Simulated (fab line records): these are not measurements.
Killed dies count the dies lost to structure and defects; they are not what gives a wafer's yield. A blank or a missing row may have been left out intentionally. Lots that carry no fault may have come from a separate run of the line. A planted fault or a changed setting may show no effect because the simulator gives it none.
2 desks looking at one fault :: flow nand-harc :: every desk sees just its own numbers, and what lay behind them comes last

## THE DEFECT DESK
Counts from the inspections along the route, per lot, as means over the sampled wafers that have a number. If a lot's mean is further than 4 standard deviations from the usual mean, the lot is out of limits and carries the mark OUT (the distance appears in the brackets).
Columns: A = raw-defect-count at NHARC_A_SIN_REMOVE_INSPECT_04, usual 394
lot: L142
first seen here: day 20 16:43
A: 690

lot: L141
first seen here: day 21 00:53
A: 439

lot: L152
first seen here: day 24 15:27
A: 385

lot: L153
first seen here: day 25 05:55
A: 305

lot: L154
first seen here: day 26 13:17
A: 418

lot: L157
first seen here: day 27 11:23
A: 404

lot: L159
first seen here: day 28 02:35
A: 323

lot: L160
first seen here: day 28 02:35
A: 405

lot: L161
first seen here: day 28 19:31
A: 382

lot: L163
first seen here: day 29 03:30
A: 313

lot: L162
first seen here: day 29 08:26
A: 326
Finding of this desk: none of the 11 lots has anything out of limits.

## AT THE TOOL OWNER'S DESK: rie-metal-03
The tool's own readings at NHARC_A_WL_FILL_ETCHBACK_04 (etches the open film in NF3, target depth 60 nm, time 120 s): means of the sampled wafers that have a number, for each lot that ran on this tool. If a lot's mean is further than 4 standard deviations from the usual mean, the lot is out of limits and carries the mark OUT (the distance appears in the brackets).
Columns: A = drypump-motor-current-A at NHARC_A_WL_FILL_ETCHBACK_04, usual 5.9 A; B = oes-product-au at NHARC_A_WL_FILL_ETCHBACK_04, usual 0.997 a.u.; C = run-length-s at NHARC_A_WL_FILL_ETCHBACK_04, usual 141.2 s
lot: L141
first seen here: day 21 02:15
A: 6.2
B: 0.989
C: 141.4

lot: L152
first seen here: day 24 17:03
A: 6.6
B: 0.986
C: 150.6 (+27) OUT

lot: L153
first seen here: day 25 07:18
A: 6.2
B: 0.989
C: 145.9 (+13) OUT

lot: L159
first seen here: day 28 04:14
A: 6.2
B: 0.991
C: 141.3

lot: L163
first seen here: day 29 04:53
A: 6.4
B: 0.989
C: 141.3
Finding of this desk: L152, L153 out of limits; the first was L152 at day 24 17:03, on run-length-s at NHARC_A_WL_FILL_ETCHBACK_04. L141, L159, L163 stayed within limits.

## BROUGHT TOGETHER
The tool owner's desk had the chance to raise an alarm at day 24 17:03 on L152, L153.
No out-of-limits result turned up at the defect desk.
The defect desk has L152, L153 on record, within its limits.
NHARC_A_WL_FILL_ETCHBACK_04 was run on rie-metal-03 by each of the lots named.

## WHAT WAS PUT IN BY THE SIMULATOR
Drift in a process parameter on rie-metal-03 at NHARC_A_WL_FILL_ETCHBACK_04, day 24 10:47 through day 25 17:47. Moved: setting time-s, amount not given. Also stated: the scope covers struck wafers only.
Lots struck among those shown: L152, L153.
How many hours passed from the start of the fault until each desk's first out-of-limits reading: the tool owner's desk, 6.
